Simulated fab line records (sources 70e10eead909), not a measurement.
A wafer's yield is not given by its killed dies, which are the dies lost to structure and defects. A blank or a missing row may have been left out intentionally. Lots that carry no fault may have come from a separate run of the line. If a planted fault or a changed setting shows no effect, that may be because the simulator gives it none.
The same fault as seen by 2 desks :: flow nand harc :: each desk holds nothing but its own numbers, with what lay behind them at the end

== AT THE METROLOGY DESK ==
Lot by lot, what the gauges showed, no matter which tool ran the lot: averages of those sampled wafers that carry a number. Marked OUT: a lot whose mean sits more than 4 standard deviations from the usual mean, which makes it out of limits; the brackets give that distance.
Columns: A = thk nm at NHARC_THIN_TSV_THK_MEAS_02, usual 2989 nm; B = cd nm at NHARC_THIN_TSV_CD_MEAS_16, usual 1000.6 nm
lot: L417
first seen here: day 24 08:22
A: 2754
B: 999.6

lot: L416
first seen here: day 24 11:27
A: 3139
B: 1000.7

lot: L419
first seen here: day 24 12:40
A: 3006
B: 1000.1

lot: L420
first seen here: day 24 15:54
A: 2714
B: 1002.0

lot: L422
first seen here: day 25 07:08
A: 3010
B: 1000.4

lot: L421
first seen here: day 25 11:43
A: 3084
B: 998.5

lot: L426
first seen here: day 27 05:06
A: 3455
B: 1000.4

lot: L425
first seen here: day 27 15:48
A: 3081
B: 1000.7

lot: L428
first seen here: day 28 10:39
A: 2842
B: 1000.1

lot: L434
first seen here: day 30 17:28
A: 3157
B: 1000.6

lot: L436
first seen here: day 31 03:33
A: 2867
B: 1001.5

lot: L437
first seen here: day 33 18:56
A: 3237
B: 1002.0

lot: L438
first seen here: day 33 21:28
A: 2912
B: 999.8
Result from this desk: across the 13 lots, nothing is out of limits.

== FOR THE TOOL OWNER'S DESK: cmp-04 ==
The tool's own readings at NHARC_A_STAIRCASE_CMP_450 (polishes SiO2, target thk 200 nm): means of the sampled wafers that have a number, for each lot that ran on this tool. Marked OUT: a lot whose mean sits more than 4 standard deviations from the usual mean, which makes it out of limits; the brackets give that distance.
Columns: A = edge zone pressure frac at NHARC_A_STAIRCASE_CMP_450, usual 1.000; B = motor current A at NHARC_A_STAIRCASE_CMP_450, usual 11.9 A; C = slurry filter dp kPa at NHARC_A_STAIRCASE_CMP_450, usual 13.50 kPa
lot: L420
first seen here: day 20 01:11
A: 1.001
B: 11.9
C: 13.46

lot: L421
first seen here: day 21 02:32
A: 1.003
B: 12.0
C: 13.44

lot: L428
first seen here: day 23 14:40
A: 1.000
B: 11.4
C: 13.52
Result from this desk: across the 3 lots, nothing is out of limits.

== BROUGHT TOGETHER ==
Metrology desk: nothing out of limits seen.
The tool owner's desk saw nothing out of limits.

== WHAT THE SIMULATOR PUT IN ==
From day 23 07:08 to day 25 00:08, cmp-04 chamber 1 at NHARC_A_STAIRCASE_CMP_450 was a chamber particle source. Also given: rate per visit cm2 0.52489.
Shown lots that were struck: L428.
